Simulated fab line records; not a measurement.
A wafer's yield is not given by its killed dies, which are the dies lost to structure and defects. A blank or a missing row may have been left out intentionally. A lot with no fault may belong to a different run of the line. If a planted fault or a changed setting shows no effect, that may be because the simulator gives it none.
fab line records	flow nandHarc
[record] lots = 13	wafers = 39	lastDay = 33
route steps=1302 shown P_M0@270 P_M1@290 END@1302
lots with no fault: from the same line, run without faults
startH: hours from the record's first day to the start of the lot's first wafer shown	waitH: hours from the lot's prior step to this one	" unchanged from the row above	L1.1+2: several wafers, shown together as one row	- no value present, or no start provided	* or withheld: withheld	< > ~ a bound
route shown NAME@n: names a module that has steps shown in the file, with the first one's number in the route	usual: mean/standard deviation of fault-free wafers	same: alike in all rows	chamber/n: place in a boat	sites: the reading at each site	_std_site: the standard deviation of these	_edge_site: mean of outer sites minus mean of inner sites	radiusMm: how far each site lies from the wafer's centre	mask NAME#n: copy n	behind: tool/chamber where the wafer was last shaped	hold: why the lot was held/for how many hours/how that ended	device: names the non-switching transistor (n, p or np)	end of line: the same wafers' tests at the end of the route	a step given without rows: its recipe and nothing more	killed: count of dies lost to structure and defects at first sort (not the wafer's yield)	map: per-die view of a wafer (x killed, . not killed, _ where there is no die)
set.NAME: the setting as run; set.NAME@STEP: as run at that earlier step	model.NAME: the simulator's own value behind a step, which no gauge read
one table for each step of the route and one row for each wafer, over a sample of lots
services: when a tool's chamber went out of use (startH, in hours from the record's first day, below 0 if earlier), for how many hours, and the reason
[[steps]]
[step NHARC_P_M0_STRIP_18]
[recipe] powerW = 1000	n2FlowSccm = 150	h2FlowSccm = 150	arFlowSccm = 0	biasW = 0	chemistry = N2/H2
[usual] drypumpMotorCurrentA = 5.8/0.43	oesProductAu = 1.000/0.0085	rfFwdPowerW = 997.0/2.7	rfVppV = 90.6/0.79	showerheadPlenumPTorr = 2.03/0.049	throttleValvePct = 14.172/0.0095
lot.wafer	tool	chamber	startH	waitH	drypumpMotorCurrentA	oesProductAu	rfFwdPowerW	rfHoursCounterH	rfVppV	showerheadPlenumPTorr	throttleValvePct
L786.3	rieDiel-12	1	121.40	0.1	5.8	0.994	990.6	3	89.5	2.06	14.170
L786.2	"	2	"	"	5.1	1.001	995.3	3	89.9	2.00	14.172
L786.6	"	1	"	"	5.8	1.007	992.1	-	90.7	2.06	14.163
L787.2	rieDiel-12	2	126.04	0.1	5.1	1.007	998.8	3	89.4	2.00	14.147
L787.4	"	3	"	"	6.5	1.015	1000.0	4	88.1	2.01	14.184
L787.5	"	3	"	"	6.5	1.003	998.1	-	90.1	2.01	14.183
L791.3	rieDiel-06	0	167.39	0.1	5.7	1.007	998.7	11	90.2	2.03	14.161
L791.2	"	3	"	"	5.9	0.993	995.6	10	89.6	1.98	14.169
L791.5	"	1	"	"	5.8	0.996	998.3	-	91.6	2.13	14.174
L792.3	rieDiel-12	1	185.37	0.1	5.8	1.001	997.3	15	89.7	2.05	14.192
L792.6	"	2	"	"	5.1	0.991	1001.5	-	91.5	1.99	14.160
L792.5	"	3	"	"	6.6	1.010	995.1	-	89.9	2.01	14.180
L793.3	rieDiel-06	3	193.20	0.1	5.9	0.991	995.2	20	90.4	1.98	14.165
L793.1	"	0	"	"	5.8	0.987	997.9	21	90.7	2.03	14.177
L793.5	"	1	"	"	5.8	0.997	997.7	-	92.2	2.12	14.163
L794.4	rieDiel-06	3	207.13	0.1	5.9	1.001	1000.7	23	89.1	1.98	14.175
L794.5	"	3	"	"	5.9	0.994	999.6	-	90.0	1.98	14.181
L794.6	"	0	"	"	5.7	1.007	994.7	-	90.8	2.03	14.184
L796.4	rieDiel-09	1	229.64	0.1	6.2	1.008	993.4	29	90.3	1.97	14.182
L796.5	"	2	"	"	5.8	0.998	999.8	-	91.0	2.07	14.175
L796.6	"	3	"	"	5.8	0.996	999.3	-	91.4	2.11	14.166
L800.4	rieDiel-09	3	268.53	0.1	5.8	1.005	996.4	36	91.2	2.10	14.174
L800.2	"	1	"	"	6.2	0.994	997.9	41	90.6	1.96	14.188
L800.5	"	2	"	"	5.8	0.991	998.3	-	91.8	2.06	14.180
L805.3	rieDiel-12	2	312.75	0.1	5.1	0.990	994.2	5	90.8	1.99	14.176
L805.2	"	3	"	"	6.5	0.987	997.1	6	91.0	2.00	14.154
L805.4	"	0	"	"	5.5	1.005	997.5	6	90.4	2.04	14.185
L806.4	rieDiel-12	0	323.70	0.1	5.5	1.007	997.3	6	90.0	2.04	14.180
L806.2	"	3	"	"	6.6	0.994	1001.1	6	90.5	2.00	14.155
L806.5	"	1	"	"	5.8	1.001	996.5	-	90.3	2.05	14.175
L807.2	rieDiel-12	1	332.13	0.1	5.8	0.998	996.5	8	91.4	2.04	14.171
L807.1	"	2	"	"	5.1	0.979	986.9	7	90.4	1.99	14.193
L807.4	"	3	"	"	6.6	0.992	999.3	8	91.2	2.00	14.162
L808.3	rieDiel-06	2	344.92	0.1	5.0	1.005	993.2	18	90.9	2.06	14.160
L808.1	"	1	"	"	5.8	1.017	998.6	16	90.9	2.10	14.189
L808.6	"	2	"	"	5.1	1.003	996.0	-	89.8	2.06	14.167
L809.2	rieDiel-06	1	358.18	0.1	5.8	0.999	997.1	21	91.3	2.10	14.156
L809.1	"	0	"	"	5.8	1.006	999.6	23	92.0	2.01	14.172
L809.5	"	1	"	"	5.8	0.993	993.3	-	91.2	2.10	14.167
[step NHARC_P_M1_SOFTBAKE_04]
[recipe] tempC = 105	timeS = 55
[usual] heaterPowerTotalW = 188.43/0.12
lot.wafer	tool	chamber	startH	waitH	heaterPowerTotalW
L786.2	lithoTrack-06	0	124	-	188.42
L786.3	"	0	"	"	188.54
L786.6	"	0	"	"	188.44
L787.2	lithoTrack-04	0	129	-	188.46
L787.4	"	0	"	"	188.39
L787.5	"	0	"	"	188.60
L791.2	lithoTrack-01	0	170	-	188.49
L791.3	"	0	"	"	188.28
L791.5	"	0	"	"	188.51
L792.3	lithoTrack-01	0	188	-	188.53
L792.5	"	0	"	"	188.34
L792.6	"	0	"	"	188.49
L793.1	lithoTrack-04	0	196	-	188.66
L793.3	"	0	"	"	188.38
L793.5	"	0	"	"	188.26
L794.4	lithoTrack-04	0	210	-	188.38
L794.5	"	0	"	"	188.33
L794.6	"	0	"	"	188.45
L796.4	lithoTrack-01	0	232	-	179.98
L796.5	"	0	"	"	179.99
L796.6	"	0	"	"	179.99
L800.2	lithoTrack-01	0	271	-	180.12
L800.4	"	0	"	"	180.04
L800.5	"	0	"	"	180.07
L805.2	lithoTrack-06	0	315	-	188.45
L805.3	"	0	"	"	188.44
L805.4	"	0	"	"	188.27
L806.2	lithoTrack-06	0	326	-	188.44
L806.4	"	0	"	"	188.40
L806.5	"	0	"	"	188.56
L807.1	lithoTrack-04	0	335	-	188.36
L807.2	"	0	"	"	188.36
L807.4	"	0	"	"	188.31
L808.1	lithoTrack-06	0	347	-	188.58
L808.3	"	0	"	"	188.61
L808.6	"	0	"	"	188.49
L809.1	lithoTrack-06	0	361	-	188.44
L809.2	"	0	"	"	188.39
L809.5	"	0	"	"	188.40
[step NHARC_P_M1_CD_MEAS_09]
[recipe] targetCdNm = 130	landingEnergyEv = 500
[usual] cdNm = 129.9/0.51
lot.wafer	tool	chamber	startH	waitH	cdNm
L786.2	cdSem-01	0	124.76	-	130.3
L786.3	"	0	"	"	129.6
L786.6	"	0	"	"	129.4
L787.2	cdSem-03	0	129.45	-	129.9
L787.4	"	0	"	"	130.3
L787.5	"	0	"	"	130.0
L791.2	cdSem-01	0	170.75	-	129.8
L791.3	"	0	"	"	130.6
L791.5	"	0	"	"	130.4
L792.3	cdSem-02	0	188.64	-	130.5
L792.5	"	0	"	"	130.7
L792.6	"	0	"	"	129.9
L793.1	cdSem-03	0	196.69	-	129.2
L793.3	"	0	"	"	130.0
L793.5	"	0	"	"	130.1
L794.4	cdSem-01	0	210.65	-	130.0
L794.5	"	0	"	"	129.5
L794.6	"	0	"	"	129.9
L796.4	cdSem-01	0	233.07	-	129.6
L796.5	"	0	"	"	129.6
L796.6	"	0	"	"	129.5
L800.2	cdSem-02	0	272.20	-	130.0
L800.4	"	0	"	"	130.6
L800.5	"	0	"	"	130.4
L805.2	cdSem-01	0	316.37	-	130.1
L805.3	"	0	"	"	130.4
L805.4	"	0	"	"	130.3
L806.2	cdSem-01	0	327.21	-	130.9
L806.4	"	0	"	"	131.1
L806.5	"	0	"	"	130.2
L807.1	cdSem-02	0	335.65	-	129.5
L807.2	"	0	"	"	129.0
L807.4	"	0	"	"	130.2
L808.1	cdSem-01	0	348.41	-	130.0
L808.3	"	0	"	"	129.2
L808.6	"	0	"	"	129.8
L809.1	cdSem-02	0	361.68	-	129.7
L809.2	"	0	"	"	129.8
L809.5	"	0	"	"	130.1
[step NHARC_P_M1_CD_MEAS_16]
[usual] cdNm = 129.8/0.66
lot.wafer	tool	chamber	startH	waitH	cdNm
L786.2	cdSem-02	-	125.25	-	130.0
L786.3	"	-	"	"	129.4
L786.6	"	-	"	"	129.0
L787.2	cdSem-01	-	129.94	-	129.1
L787.4	"	-	"	"	129.8
L787.5	"	-	"	"	129.6
L791.2	cdSem-03	-	171.24	-	130.0
L791.3	"	-	"	"	130.5
L791.5	"	-	"	"	129.8
L792.3	cdSem-02	-	189.13	-	130.3
L792.5	"	-	"	"	130.7
L792.6	"	-	"	"	130.0
L793.1	cdSem-03	-	197.20	-	129.0
L793.3	"	-	"	"	129.6
L793.5	"	-	"	"	129.6
L794.4	cdSem-01	-	211.19	-	130.3
L794.5	"	-	"	"	128.8
L794.6	"	-	"	"	129.8
L796.4	cdSem-01	-	233.55	-	129.1
L796.5	"	-	"	"	129.1
L796.6	"	-	"	"	129.2
L800.2	cdSem-03	-	272.70	-	129.6
L800.4	"	-	"	"	130.7
L800.5	"	-	"	"	130.4
L805.2	cdSem-01	-	316.90	-	129.9
L805.3	"	-	"	"	130.7
L805.4	"	-	"	"	130.4
L806.2	cdSem-03	-	327.75	-	130.4
L806.4	"	-	"	"	130.9
L806.5	"	-	"	"	130.5
L807.1	cdSem-01	-	336.14	-	129.0
L807.2	"	-	"	"	129.3
L807.4	"	-	"	"	130.0
L808.1	cdSem-03	-	348.90	-	129.7
L808.3	"	-	"	"	128.9
L808.6	"	-	"	"	129.2
L809.1	cdSem-01	-	362.16	-	129.6
L809.2	"	-	"	"	129.7
L809.5	"	-	"	"	130.4
[step NHARC_END_SORT_01]
[recipe] tempC = 25
[usual] defectLimitedYield = 90.7/2.6	killedAtArray = 59/17	killedAtOther = 0.7/0.9	killedAtPeriphery = 3.6/2.3	killedDies = 63/18	killedOpen = 3.4/1.9	killedShort = 2.6/1.7
[same] grossDies = 677
lot.wafer	tool	chamber	startH	waitH	defectLimitedYield[%]	killedAtArray	killedAtOther	killedAtPeriphery	killedDies	killedOpen	killedShort
L787.2	prober-02	0	571.32	2.8	88.5	74	0	4	78	2	3
L787.4	prober-02	0	572.86	3.3	89.4	67	0	5	72	8	0
L787.5	prober-02	0	573.63	3.6	88.9	70	0	5	75	3	1
L786.2	prober-01	0	571.34	2.8	90.1	64	0	3	67	3	7
L786.3	prober-01	0	572.15	3.1	92.2	53	0	0	53	3	1
L786.6	prober-01	0	574.57	4.0	91.1	55	0	5	60	4	4
L791.2	prober-01	0	598.96	2.8	88.3	76	1	2	79	3	4
L791.3	prober-01	0	599.76	3.1	86.9	86	2	1	89	3	9
L791.5	prober-01	0	601.36	3.7	90.4	63	2	0	65	2	0
L793.1	prober-02	0	630.03	2.5	87.9	75	1	6	82	5	4
L793.3	prober-02	0	631.65	3.1	86.3	87	1	5	93	5	3
L793.5	prober-02	0	633.27	3.7	87.1	79	2	6	87	2	1
L792.3	prober-01	0	635.92	3.1	91.0	57	0	4	61	7	2
L792.5	prober-01	0	637.53	3.7	89.2	67	1	5	73	3	2
L792.6	prober-01	0	638.33	4.0	90.3	61	0	5	66	2	2
L794.4	prober-01	0	660.47	3.4	87.1	79	1	7	87	3	4
L794.5	prober-01	0	661.28	3.7	85.2	92	2	6	100	6	2
L794.6	prober-01	0	662.08	4.0	86.3	86	0	7	93	3	2
L796.4	prober-02	0	685.11	3.4	94.7	33	0	3	36	0	1
L796.5	prober-02	0	685.91	3.7	94.2	39	0	0	39	4	2
L796.6	prober-02	0	686.71	4.0	93.1	44	0	3	47	9	2
L800.2	prober-02	0	705.32	2.8	89.5	69	0	2	71	3	0
L800.4	prober-02	0	706.91	3.4	88.0	76	0	5	81	2	1
L800.5	prober-02	0	707.71	3.7	85.8	92	0	4	96	2	6
L805.2	prober-02	0	745.22	2.8	90.8	55	0	7	62	1	1
L805.3	prober-02	0	746.01	3.1	91.1	51	2	7	60	7	2
L805.4	prober-02	0	746.81	3.4	92.6	46	0	4	50	0	1
L807.1	prober-01	0	783.34	2.5	91.7	53	2	1	56	1	2
L807.2	prober-01	0	784.15	2.8	87.7	75	5	3	83	6	5
L807.4	prober-01	0	785.75	3.4	91.6	52	1	4	57	3	6
L806.2	prober-02	0	784.24	2.8	94.1	37	1	2	40	2	6
L806.4	prober-02	0	785.82	3.4	95.0	31	2	1	34	5	3
L806.5	prober-02	0	786.61	3.7	94.5	33	3	1	37	4	1
L808.1	prober-01	0	791.19	2.5	94.7	29	3	4	36	7	2
L808.3	prober-01	0	792.79	3.1	94.4	32	2	4	38	7	2
L808.6	prober-01	0	795.20	4.0	94.2	35	1	3	39	1	3
L809.1	prober-01	0	799.06	2.5	89.4	69	0	3	72	0	4
L809.2	prober-01	0	799.86	2.8	91.1	58	1	1	60	6	3
L809.5	prober-01	0	802.25	3.7	90.3	64	0	2	66	1	1
// killed by level:class
L787.2 A_CHANNEL_HOLE_D1:chamberFilmFlake=32 A_SLIT:chamberFilmFlake=21 A_CHANNEL_HOLE_D2:chamberFilmFlake=9 A_WL_FILL:chamberFilmFlake=3 A_M0:geometricParticle:open=2 P_ZERO_WELL:chamberFilmFlake=2 A_CHANNEL_FILL_D2:chamberFilmFlake=2 A_CONTACT:chamberFilmFlake=2
L786.2 A_CHANNEL_HOLE_D2:chamberFilmFlake=37 A_CONTACT:chamberFilmFlake=8 A_SGD_CUT:chamberFilmFlake=3 A_ONON_D2:geometricParticle:short=2 A_CHANNEL_HOLE_D1:chamberFilmFlake=2 P_CONTACT:geometricParticle:short=1 P_M0:geometricParticle:short=1 A_CHANNEL_HOLE_D1:geometricParticle:short=1
L786.3 A_CHANNEL_HOLE_D2:chamberFilmFlake=31 A_CONTACT:chamberFilmFlake=7 A_CHANNEL_HOLE_D1:chamberFilmFlake=3 A_CHANNEL_FILL_D1:chamberFilmFlake=3 A_ONON_D2:geometricParticle:open=2 A_ZERO_WELL:chamberFilmFlake=2 A_CHANNEL_FILL_D2:geometricParticle:open=1 A_SGD_CUT:geometricParticle:short=1
L787.4 A_CHANNEL_HOLE_D1:chamberFilmFlake=27 A_SLIT:chamberFilmFlake=24 A_CONTACT:chamberFilmFlake=4 A_CHANNEL_HOLE_D2:chamberFilmFlake=3 P_ZERO_WELL:chamberFilmFlake=2 P_STI:geometricParticle:open=1 P_M1:geometricParticle:open=1 A_DECK1_JOINT:geometricParticle:open=1
L787.5 A_CHANNEL_HOLE_D1:chamberFilmFlake=36 A_SLIT:chamberFilmFlake=24 A_CHANNEL_HOLE_D2:chamberFilmFlake=3 P_STI:chamberFilmFlake=2 A_CONTACT:chamberFilmFlake=2 P_STI:geometricParticle:open=1 P_M0:geometricParticle:open=1 A_ONON_D1:geometricParticle:short=1
L786.6 A_CHANNEL_HOLE_D2:chamberFilmFlake=32 A_CONTACT:chamberFilmFlake=11 A_CHANNEL_FILL_D2:geometricParticle:short=2 P_CONTACT:geometricParticle:open=1 P_CONTACT:geometricParticle:short=1 P_M1:geometricParticle:open=1 A_SOURCE_PLATE:geometricParticle:open=1 A_SGD_CUT:geometricParticle:short=1
L791.2 A_CHANNEL_HOLE_D1:chamberFilmFlake=32 A_SLIT:chamberFilmFlake=17 A_CHANNEL_HOLE_D2:chamberFilmFlake=12 A_STAIRCASE:chamberFilmFlake=4 A_WL_FILL:geometricParticle:short=2 P_CONTACT:geometricParticle:open=1 P_M0:geometricParticle:open=1 A_ONON_D1:geometricParticle:short=1
L791.3 A_CHANNEL_HOLE_D1:chamberFilmFlake=35 A_SLIT:chamberFilmFlake=28 A_CHANNEL_HOLE_D2:chamberFilmFlake=9 A_WL_FILL:geometricParticle:short=5 A_ONON_D2:geometricParticle:short=2 THIN_TSV:chamberFilmFlake=2 P_CONTACT:geometricParticle:open=1 A_CHANNEL_FILL_D1:geometricParticle:open=1
L791.5 A_CHANNEL_HOLE_D1:chamberFilmFlake=24 A_SLIT:chamberFilmFlake=19 A_CHANNEL_HOLE_D2:chamberFilmFlake=9 A_STAIRCASE:chamberFilmFlake=3 A_ZERO_WELL:chamberFilmFlake=2 A_CHANNEL_FILL_D1:chamberFilmFlake=2 THIN_TSV:chamberFilmFlake=2 A_CONTACT:geometricParticle:open=1
L793.1 A_CHANNEL_HOLE_D2:chamberFilmFlake=33 A_CHANNEL_HOLE_D1:chamberFilmFlake=30 P_M0:geometricParticle:open=2 A_WL_FILL:geometricParticle:short=2 P_GATE:chamberFilmFlake=2 P_BONDPAD:chamberFilmFlake=2 A_ZERO_WELL:chamberFilmFlake=2 A_CONTACT:chamberFilmFlake=2
L793.3 A_CHANNEL_HOLE_D1:chamberFilmFlake=36 A_CHANNEL_HOLE_D2:chamberFilmFlake=34 P_M0:geometricParticle:open=3 A_ZERO_WELL:chamberFilmFlake=3 A_WL_FILL:chamberFilmFlake=3 A_CONTACT:chamberFilmFlake=3 A_WL_FILL:geometricParticle:short=2 P_GATE:chamberFilmFlake=2
L793.5 A_CHANNEL_HOLE_D1:chamberFilmFlake=40 A_CHANNEL_HOLE_D2:chamberFilmFlake=31 A_CONTACT:chamberFilmFlake=3 P_BONDPAD:chamberFilmFlake=2 THIN_TSV:chamberFilmFlake=2 A_STAIRCASE:chamberFilmFlake=2 P_M1:geometricParticle:open=1 A_ONON_D2:geometricParticle:short=1
L792.3 A_SLIT:chamberFilmFlake=32 A_CHANNEL_HOLE_D2:chamberFilmFlake=12 A_CHANNEL_HOLE_D1:chamberFilmFlake=3 A_CONTACT:chamberFilmFlake=3 P_M0:geometricParticle:open=2 A_ONON_D1:geometricParticle:open=2 P_STI:geometricParticle:short=1 P_GATE:geometricParticle:open=1
L792.5 A_SLIT:chamberFilmFlake=36 A_CHANNEL_HOLE_D2:chamberFilmFlake=8 A_CHANNEL_HOLE_D1:chamberFilmFlake=6 A_CONTACT:chamberFilmFlake=5 A_STAIRCASE:chamberFilmFlake=4 A_WL_FILL:chamberFilmFlake=3 P_M2:geometricParticle:short=1 A_CHANNEL_FILL_D1:geometricParticle:open=1
L792.6 A_SLIT:chamberFilmFlake=29 A_CHANNEL_HOLE_D2:chamberFilmFlake=22 P_BONDPAD:chamberFilmFlake=3 P_ZERO_WELL:chamberFilmFlake=2 A_CHANNEL_HOLE_D1:chamberFilmFlake=2 A_CONTACT:chamberFilmFlake=2 A_ONON_D2:geometricParticle:open=1 A_CHANNEL_HOLE_D2:geometricParticle:open=1
L794.4 A_CHANNEL_HOLE_D1:chamberFilmFlake=34 A_SLIT:chamberFilmFlake=24 A_CHANNEL_HOLE_D2:chamberFilmFlake=10 P_CONTACT:chamberFilmFlake=3 A_ONON_D2:geometricParticle:short=2 A_BLC:geometricParticle:open=2 A_STAIRCASE:chamberFilmFlake=2 A_CONTACT:chamberFilmFlake=2
L794.5 A_CHANNEL_HOLE_D1:chamberFilmFlake=43 A_SLIT:chamberFilmFlake=22 A_CHANNEL_HOLE_D2:chamberFilmFlake=14 A_CONTACT:chamberFilmFlake=3 A_CHANNEL_FILL_D2:geometricParticle:open=2 P_ZERO_WELL:chamberFilmFlake=2 P_CONTACT:chamberFilmFlake=2 A_M1:chamberFilmFlake=2
L794.6 A_CHANNEL_HOLE_D1:chamberFilmFlake=29 A_SLIT:chamberFilmFlake=28 A_CHANNEL_HOLE_D2:chamberFilmFlake=16 A_CONTACT:chamberFilmFlake=5 P_ZERO_WELL:chamberFilmFlake=4 P_CONTACT:chamberFilmFlake=3 A_M1:chamberFilmFlake=3 A_ONON_D1:geometricParticle:open=1
L796.4 A_CHANNEL_HOLE_D2:chamberFilmFlake=14 A_CONTACT:chamberFilmFlake=8 A_SLIT:chamberFilmFlake=4 A_CHANNEL_HOLE_D1:chamberFilmFlake=3 P_ZERO_WELL:chamberFilmFlake=2 A_CHANNEL_FILL_D2:geometricParticle:short=1 P_GATE:chamberFilmFlake=1 A_ZERO_WELL:chamberFilmFlake=1
L796.5 A_CHANNEL_HOLE_D2:chamberFilmFlake=16 A_CHANNEL_HOLE_D1:chamberFilmFlake=5 A_CHANNEL_FILL_D2:chamberFilmFlake=3 A_CONTACT:chamberFilmFlake=3 A_SLIT:chamberFilmFlake=2 A_ONON_D2:geometricParticle:open=1 A_SOURCE_PLATE:geometricParticle:open=1 A_SOURCE_PLATE:geometricParticle:short=1
L796.6 A_CHANNEL_HOLE_D2:chamberFilmFlake=17 A_CHANNEL_HOLE_D1:chamberFilmFlake=7 A_CONTACT:chamberFilmFlake=5 A_STAIRCASE:chamberFilmFlake=4 P_M0:geometricParticle:open=2 A_ONON_D2:geometricParticle:open=2 A_WL_FILL:geometricParticle:open=2 A_SLIT:chamberFilmFlake=2
L800.2 A_CHANNEL_HOLE_D1:chamberFilmFlake=37 A_SLIT:chamberFilmFlake=20 A_CHANNEL_FILL_D2:chamberFilmFlake=4 A_WL_FILL:chamberFilmFlake=2 A_ONON_D2:geometricParticle:open=1 A_CONTACT:geometricParticle:open=1 A_M0:geometricParticle:open=1 P_ZERO_WELL:chamberFilmFlake=1
L800.4 A_SLIT:chamberFilmFlake=34 A_CHANNEL_HOLE_D1:chamberFilmFlake=31 A_CHANNEL_FILL_D2:chamberFilmFlake=4 P_CONTACT:chamberFilmFlake=2 P_BONDPAD:chamberFilmFlake=2 A_DECK1_JOINT:chamberFilmFlake=2 A_STAIRCASE:chamberFilmFlake=2 P_M0:geometricParticle:open=1
L800.5 A_CHANNEL_HOLE_D1:chamberFilmFlake=41 A_SLIT:chamberFilmFlake=37 A_ONON_D1:geometricParticle:short=3 A_CHANNEL_FILL_D2:chamberFilmFlake=3 A_CHANNEL_FILL_D2:geometricParticle:short=2 P_CONTACT:chamberFilmFlake=2 A_STAIRCASE:chamberFilmFlake=2 A_WL_FILL:chamberFilmFlake=2
L805.2 A_CHANNEL_HOLE_D2:chamberFilmFlake=26 A_CHANNEL_HOLE_D1:chamberFilmFlake=17 A_SLIT:chamberFilmFlake=7 P_CONTACT:chamberFilmFlake=4 P_GATE:chamberFilmFlake=2 A_CHANNEL_HOLE_D2:geometricParticle:short=1 A_SGD_CUT:geometricParticle:open=1 P_STI:chamberFilmFlake=1
L805.3 A_CHANNEL_HOLE_D2:chamberFilmFlake=25 A_CHANNEL_HOLE_D1:chamberFilmFlake=11 A_M0:geometricParticle:open=3 P_GATE:chamberFilmFlake=3 P_CONTACT:chamberFilmFlake=3 A_CHANNEL_FILL_D1:geometricParticle:open=2 A_SLIT:chamberFilmFlake=2 A_WL_FILL:chamberFilmFlake=2
L805.4 A_CHANNEL_HOLE_D2:chamberFilmFlake=24 A_SLIT:chamberFilmFlake=8 A_CHANNEL_HOLE_D1:chamberFilmFlake=7 P_CONTACT:chamberFilmFlake=3 A_CONTACT:chamberFilmFlake=3 A_STAIRCASE:geometricParticle:short=1 P_STI:chamberFilmFlake=1 A_CHANNEL_FILL_D1:chamberFilmFlake=1
L807.1 A_CHANNEL_HOLE_D2:chamberFilmFlake=21 A_SLIT:chamberFilmFlake=16 A_CHANNEL_HOLE_D1:chamberFilmFlake=5 A_CONTACT:chamberFilmFlake=5 A_STAIRCASE:chamberFilmFlake=2 THIN_TSV:chamberFilmFlake=2 A_CHANNEL_FILL_D1:geometricParticle:short=1 A_CHANNEL_FILL_D2:geometricParticle:short=1
L807.2 A_SLIT:chamberFilmFlake=23 A_CHANNEL_HOLE_D2:chamberFilmFlake=17 A_CHANNEL_HOLE_D1:chamberFilmFlake=13 A_CONTACT:chamberFilmFlake=9 THIN_TSV:chamberFilmFlake=4 A_STAIRCASE:chamberFilmFlake=3 A_ONON_D1:geometricParticle:open=2 P_CONTACT:geometricParticle:open=1
L806.2 A_CHANNEL_HOLE_D1:chamberFilmFlake=12 A_SLIT:chamberFilmFlake=8 A_STAIRCASE:chamberFilmFlake=6 A_CHANNEL_FILL_D1:chamberFilmFlake=2 A_CONTACT:chamberFilmFlake=2 A_CHANNEL_FILL_D1:geometricParticle:open=1 A_DECK1_JOINT:geometricParticle:short=1 A_DECK1_JOINT:geometricParticle:open=1
L807.4 A_SLIT:chamberFilmFlake=22 A_CHANNEL_HOLE_D2:chamberFilmFlake=16 A_CONTACT:chamberFilmFlake=3 A_CHANNEL_FILL_D2:geometricParticle:short=2 P_STI:chamberFilmFlake=2 A_CHANNEL_HOLE_D1:chamberFilmFlake=2 P_GATE:geometricParticle:short=1 P_CONTACT:geometricParticle:short=1
L806.4 A_CHANNEL_HOLE_D1:chamberFilmFlake=14 A_SLIT:chamberFilmFlake=5 A_STAIRCASE:chamberFilmFlake=3 THIN_TSV:chamberFilmFlake=2 P_GATE:geometricParticle:short=1 A_DECK1_JOINT:geometricParticle:short=1 A_ONON_D1:geometricParticle:short=1 A_CHANNEL_FILL_D1:geometricParticle:open=1
L806.5 A_CHANNEL_HOLE_D1:chamberFilmFlake=16 A_SLIT:chamberFilmFlake=5 A_STAIRCASE:chamberFilmFlake=3 A_M0:geometricParticle:open=2 THIN_TSV:chamberFilmFlake=2 A_CHANNEL_HOLE_D2:geometricParticle:open=1 A_WL_FILL:geometricParticle:open=1 STARTING-WAFER:geometricParticle:short=1
L808.1 A_CHANNEL_HOLE_D1:chamberFilmFlake=15 THIN_TSV:chamberFilmFlake=3 A_CHANNEL_FILL_D1:chamberFilmFlake=2 A_SLIT:chamberFilmFlake=2 P_CONTACT:geometricParticle:open=1 P_M1:geometricParticle:short=1 A_CHANNEL_FILL_D1:geometricParticle:open=1 A_DECK1_JOINT:geometricParticle:open=1
L808.3 A_CHANNEL_HOLE_D1:chamberFilmFlake=16 A_SLIT:chamberFilmFlake=5 A_M0:geometricParticle:open=2 A_CONTACT:chamberFilmFlake=2 THIN_TSV:chamberFilmFlake=2 P_CONTACT:geometricParticle:short=1 P_M0:geometricParticle:open=1 A_SOURCE_PLATE:geometricParticle:open=1
L808.6 A_CHANNEL_HOLE_D1:chamberFilmFlake=19 A_SLIT:chamberFilmFlake=9 A_ONON_D2:geometricParticle:short=2 P_GATE:chamberFilmFlake=2 A_CHANNEL_HOLE_D2:chamberFilmFlake=2 A_CHANNEL_FILL_D2:geometricParticle:open=1 P_STI:chamberFilmFlake=1 STARTING-WAFER:geometricParticle:short=1
L809.1 A_CHANNEL_HOLE_D2:chamberFilmFlake=42 A_SLIT:chamberFilmFlake=9 A_CHANNEL_HOLE_D1:chamberFilmFlake=8 A_STAIRCASE:chamberFilmFlake=4 P_M2:chamberFilmFlake=2 A_CONTACT:chamberFilmFlake=2 P_M0:geometricParticle:short=1 A_CHANNEL_FILL_D2:geometricParticle:short=1
L809.2 A_CHANNEL_HOLE_D2:chamberFilmFlake=25 A_CHANNEL_HOLE_D1:chamberFilmFlake=11 A_SLIT:chamberFilmFlake=10 A_WL_FILL:geometricParticle:open=3 A_WL_FILL:geometricParticle:short=2 A_CONTACT:chamberFilmFlake=2 P_CONTACT:geometricParticle:short=1 A_ONON_D2:geometricParticle:open=1
L809.5 A_CHANNEL_HOLE_D2:chamberFilmFlake=34 A_CHANNEL_HOLE_D1:chamberFilmFlake=21 A_SLIT:chamberFilmFlake=3 A_STAIRCASE:chamberFilmFlake=2 A_CONTACT:chamberFilmFlake=2 P_STI:geometricParticle:short=1 A_M0:geometricParticle:open=1 P_GATE:chamberFilmFlake=1
[[services]]
tool	chamber	startH	hours	kind
rieDiel-12	0	100.40	-	clean
rieDiel-12	1	100.40	-	clean
rieDiel-12	2	100.40	-	clean
rieDiel-12	3	100.40	-	clean
rieDiel-06	-	115.88	2.4	repair
rieDiel-12	0	124.90	-	clean
rieDiel-12	3	126.64	5.2	repair
rieDiel-06	-	130.20	9.0	pm
rieDiel-09	-	143.13	9.0	pm
lithoTrack-01	-	155.00	7.0	pm
lithoTrack-06	-	179.00	7.0	pm
lithoTrack-04	-	203.00	7.0	pm
rieDiel-06	0	242.40	3.2	repair
rieDiel-06	-	267.90	1.7	repair
rieDiel-12	-	268.40	9.0	pm
rieDiel-06	2	280.35	2.8	repair
rieDiel-06	1	284.14	5.7	repair
rieDiel-06	-	293.01	0.6	repair
rieDiel-06	-	294.49	0.8	repair
rieDiel-06	-	307.20	9.0	pm
rieDiel-09	-	322.32	9.0	pm
lithoTrack-01	-	330.00	7.0	pm
rieDiel-12	1	337.64	21.1	repair
lithoTrack-06	-	354.00	7.0	pm
[[key]]
[firstSign] step = NHARC_P_M1_SOFTBAKE_04	reading = heaterPowerTotalW	direction = down	sigmas = 69	usual = *	struck = *
effect none on later readings
metAt NHARC_P_M1_SOFTBAKE_04
struckLots L796,L800
notActingAt NHARC_P_M0_STRIP_18,NHARC_P_M1_CD_MEAS_09,NHARC_P_M1_CD_MEAS_16
[fault] kind = processParameterDrift	tool = lithoTrack-01	chamber = -	onsetH = 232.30	steps = NHARC_P_M1_SOFTBAKE_04	channel = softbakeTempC	offset = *	shape = step	endH = 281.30	actsIn = *	stated = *
